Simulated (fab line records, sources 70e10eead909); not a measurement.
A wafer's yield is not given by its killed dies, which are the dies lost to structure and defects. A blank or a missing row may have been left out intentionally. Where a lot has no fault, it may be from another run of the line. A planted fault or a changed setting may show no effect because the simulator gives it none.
The tool behind it: which one? + flow nand-harc + 12 lots, 36 wafers sampled, at 7 steps of a route of 1159

WHAT THE GAUGES READ, wafer by wafer
NHARC_A_ZERO_WELL_INSPECT_17.
| lot  | measured     | on                | raw-defect-count |
|------|--------------|-------------------|------------------|
| L703 | day 7 05:15  | defect-inspect-02 | 5 12 4           |
| L704 | day 7 06:23  | defect-inspect-02 | 10 15 7          |
| L705 | day 7 06:47  | defect-inspect-01 | 14 5 7           |
| L707 | day 7 23:35  | defect-inspect-01 | 10 8 10          |
| L708 | day 8 02:42  | defect-inspect-02 | 27 21 27         |
| L709 | day 8 02:44  | defect-inspect-02 | 3 7 6            |
| L712 | day 8 17:58  | defect-inspect-02 | 10 7 7           |
| L713 | day 9 10:56  | defect-inspect-01 | 18 14 12         |
| L714 | day 9 21:21  | defect-inspect-02 | 21 13 20         |
| L716 | day 10 15:13 | defect-inspect-01 | 11 33 1075       |
| L723 | day 12 00:08 | defect-inspect-02 | 8 20 25          |
| L724 | day 12 02:14 | defect-inspect-01 | 8 9 7            |

NHARC_A_SOURCE_PLATE_INSPECT_08.
| lot  | measured     | on                | raw-defect-count |
|------|--------------|-------------------|------------------|
| L703 | day 8 04:07  | defect-inspect-02 | 28 32 25         |
| L704 | day 8 04:07  | defect-inspect-02 | 22 32 29         |
| L705 | day 8 04:07  | defect-inspect-02 | 128 58 65        |
| L707 | day 8 19:47  | defect-inspect-02 | 48 54 56         |
| L708 | day 8 23:17  | defect-inspect-02 | 79 67 74         |
| L709 | day 8 23:19  | defect-inspect-02 | 69 99 115        |
| L712 | day 9 15:13  | defect-inspect-01 | 82 50 42         |
| L713 | day 10 08:34 | defect-inspect-01 | 90 57 96         |
| L714 | day 10 18:04 | defect-inspect-02 | 88 32 51         |
| L716 | day 11 12:03 | defect-inspect-01 | 66 64 1187       |
| L723 | day 12 21:02 | defect-inspect-02 | 131 59 150       |
| L724 | day 12 21:01 | defect-inspect-01 | 55 49 86         |

NHARC_A_ONON_D1_THK_MEAS_02: measures by ellipsometry.
| lot  | measured     | on            | thk-nm (nm)    |
|------|--------------|---------------|----------------|
| L703 | day 8 04:42  | film-metro-02 | 1008 1011 1007 |
| L704 | day 8 04:42  | film-metro-01 | 1005 1006 1005 |
| L705 | day 8 04:41  | film-metro-01 | 1003 1003 1005 |
| L707 | day 8 20:21  | film-metro-02 | 1001 1002 1002 |
| L708 | day 8 23:52  | film-metro-02 | 992 991 994    |
| L709 | day 8 23:53  | film-metro-01 | 976 977 978    |
| L712 | day 9 15:48  | film-metro-01 | 1005 1004 1005 |
| L713 | day 10 09:09 | film-metro-02 | 996 993 995    |
| L714 | day 10 18:39 | film-metro-02 | 1005 1004 1005 |
| L716 | day 11 12:38 | film-metro-01 | 998 997 998    |
| L723 | day 12 21:37 | film-metro-02 | 999 998 999    |
| L724 | day 12 21:35 | film-metro-02 | 995 996 996    |

NHARC_END_SORT_01.
| lot  | measured     | on        | killed-at-array | killed-at-other | killed-at-periphery | killed-dies | killed-open | killed-short |
|------|--------------|-----------|-----------------|-----------------|---------------------|-------------|-------------|--------------|
| L716 | day 23 05:12 | prober-02 | 55 49 140       | 0 0 0           | 3 0 0               | 58 49 140   | 7 2 1       | 0 1 1        |

TOOL THAT RAN EACH LOT (tool first, then ch and the chambers of the sampled wafers, then the start)
| lot  | NHARC_P_BONDPAD_DEGAS_25     | NHARC_A_ZERO_WELL_STRIP_14          | NHARC_A_ZERO_WELL_RTA_16         |
|------|------------------------------|-------------------------------------|----------------------------------|
| L703 | pvd-sputter-01, day 7 00:33  | wet-bench-05 ch 0,3,7, day 7 04:15  | rtp-anneal-01 ch 0, day 7 05:05  |
| L704 | pvd-sputter-01, day 7 01:50  | wet-bench-02 ch 0,2,4, day 7 05:25  | rtp-anneal-01 ch 0, day 7 06:13  |
| L705 | pvd-sputter-01, day 7 02:19  | wet-bench-05 ch 1,3,7, day 7 05:49  | rtp-anneal-01 ch 0, day 7 06:39  |
| L707 | pvd-sputter-02, day 7 19:01  | wet-bench-01 ch 5,6,7, day 7 22:37  | rtp-anneal-02 ch 0, day 7 23:25  |
| L708 | pvd-sputter-02, day 7 21:58  | wet-bench-05 ch 1,3,7, day 8 01:35  | rtp-anneal-02 ch 0, day 8 02:32  |
| L709 | pvd-sputter-02, day 7 22:10  | wet-bench-05 ch 1,4,5, day 8 01:45  | rtp-anneal-01 ch 0, day 8 02:32  |
| L712 | pvd-sputter-02, day 8 13:04  | wet-bench-05 ch 0,1,3, day 8 17:01  | rtp-anneal-01 ch 0, day 8 17:47  |
| L713 | pvd-sputter-03, day 9 06:25  | wet-bench-02 ch 3,6,7, day 9 09:58  | rtp-anneal-02 ch 0, day 9 10:44  |
| L714 | pvd-sputter-03, day 9 16:55  | wet-bench-05 ch 2,4,6, day 9 20:25  | rtp-anneal-02 ch 0, day 9 21:09  |
| L716 | pvd-sputter-03, day 10 10:58 | wet-bench-02 ch 4,5,6, day 10 14:16 | rtp-anneal-02 ch 0, day 10 15:03 |
| L723 | pvd-sputter-02, day 11 19:41 | wet-bench-01 ch 2,4,6, day 11 23:05 | rtp-anneal-01 ch 0, day 11 23:56 |
| L724 | pvd-sputter-01, day 11 21:44 | wet-bench-05 ch 4,5,6, day 12 01:15 | rtp-anneal-01 ch 0, day 12 02:04 |
- NHARC_P_BONDPAD_DEGAS_25: time 60 s.
- NHARC_A_ZERO_WELL_STRIP_14: strips in SPM, time 900 s.
- NHARC_A_ZERO_WELL_RTA_16: time 10 s.

AS READ BY THE TOOLS THEMSELVES (means over the sampled wafers that have a number; for cases with no such wafer, the mark the record gives instead)
NHARC_P_BONDPAD_DEGAS_25.
| lot  | tool           | heater-power-w (W) |
|------|----------------|--------------------|
| L703 | pvd-sputter-01 | 530                |
| L704 | pvd-sputter-01 | 486                |
| L705 | pvd-sputter-01 | 564                |
| L707 | pvd-sputter-02 | 501                |
| L708 | pvd-sputter-02 | 460                |
| L709 | pvd-sputter-02 | 462                |
| L712 | pvd-sputter-02 | 501                |
| L713 | pvd-sputter-03 | 471                |
| L714 | pvd-sputter-03 | 469                |
| L716 | pvd-sputter-03 | 455                |
| L723 | pvd-sputter-02 | 447                |
| L724 | pvd-sputter-01 | 490                |

NHARC_A_ZERO_WELL_STRIP_14.
| lot  | tool         | temp-c (C) |
|------|--------------|------------|
| L703 | wet-bench-05 | 130.09     |
| L704 | wet-bench-02 | 130.00     |
| L705 | wet-bench-05 | 130.09     |
| L707 | wet-bench-01 | 130.00     |
| L708 | wet-bench-05 | 129.94     |
| L709 | wet-bench-05 | 129.99     |
| L712 | wet-bench-05 | 130.15     |
| L713 | wet-bench-02 | 129.89     |
| L714 | wet-bench-05 | 129.94     |
| L716 | wet-bench-02 | 130.03     |
| L723 | wet-bench-01 | 129.99     |
| L724 | wet-bench-05 | 130.05     |

NHARC_A_ZERO_WELL_RTA_16.
| lot  | tool          | lamp-power-pct (%) | wafer_temp_C_max |
|------|---------------|--------------------|------------------|
| L703 | rtp-anneal-01 | 30.58              | 1005.9           |
| L704 | rtp-anneal-01 | 30.59              | 1006.1           |
| L705 | rtp-anneal-01 | 30.61              | 1006.1           |
| L707 | rtp-anneal-02 | 30.42              | 1004.1           |
| L708 | rtp-anneal-02 | 30.40              | 1003.5           |
| L709 | rtp-anneal-01 | 30.55              | 1005.3           |
| L712 | rtp-anneal-01 | 30.57              | 1005.1           |
| L713 | rtp-anneal-02 | 30.41              | 1002.8           |
| L714 | rtp-anneal-02 | 30.39              | 1003.3           |
| L716 | rtp-anneal-02 | 30.37              | 1003.5           |
| L723 | rtp-anneal-01 | 30.54              | 1005.2           |
| L724 | rtp-anneal-01 | 30.56              | 1005.6           |

THE ANSWER, worked out from the rows above alone
Rule: the usual values come from the lots themselves. Put in order of their means at a reading, lots are off if they are a third of the lots or fewer, leave a main group of 4 or more, and stand apart from it by a gap of 3 or more times the standard deviation of the main group's means; of several such gaps the widest counts. Not used: any main group whose means are identical at the precision the tables above print for the reading. Also off: a lot with no number at a reading for which 4 or more lots have one. Where the step has rows for the other lots, those lots are counted as sound. After the gauges, taken in route order, come the tools' own readings; for these a lot's mean is taken, as printed above. The first step at which some lot is off is used, and at that step the reading that is off furthest; a lot without a number counts as furthest.
Off: L716 (NHARC_A_ZERO_WELL_INSPECT_17, raw-defect-count). Mean 12 and standard deviation 5.8 in the main group.
A tool fits if, at a process step before that reading, it ran every lot that is off, and no sound lot after the first of them. Those tools and the gauges at NHARC_A_ZERO_WELL_INSPECT_17 are tried in the same way. Can't be told from this: 3 tools fit, pvd-sputter-03 at NHARC_P_BONDPAD_DEGAS_25, wet-bench-02 at NHARC_A_ZERO_WELL_STRIP_14, rtp-anneal-02 at NHARC_A_ZERO_WELL_RTA_16.

WHAT HAD BEEN PUT IN BY THE SIMULATOR
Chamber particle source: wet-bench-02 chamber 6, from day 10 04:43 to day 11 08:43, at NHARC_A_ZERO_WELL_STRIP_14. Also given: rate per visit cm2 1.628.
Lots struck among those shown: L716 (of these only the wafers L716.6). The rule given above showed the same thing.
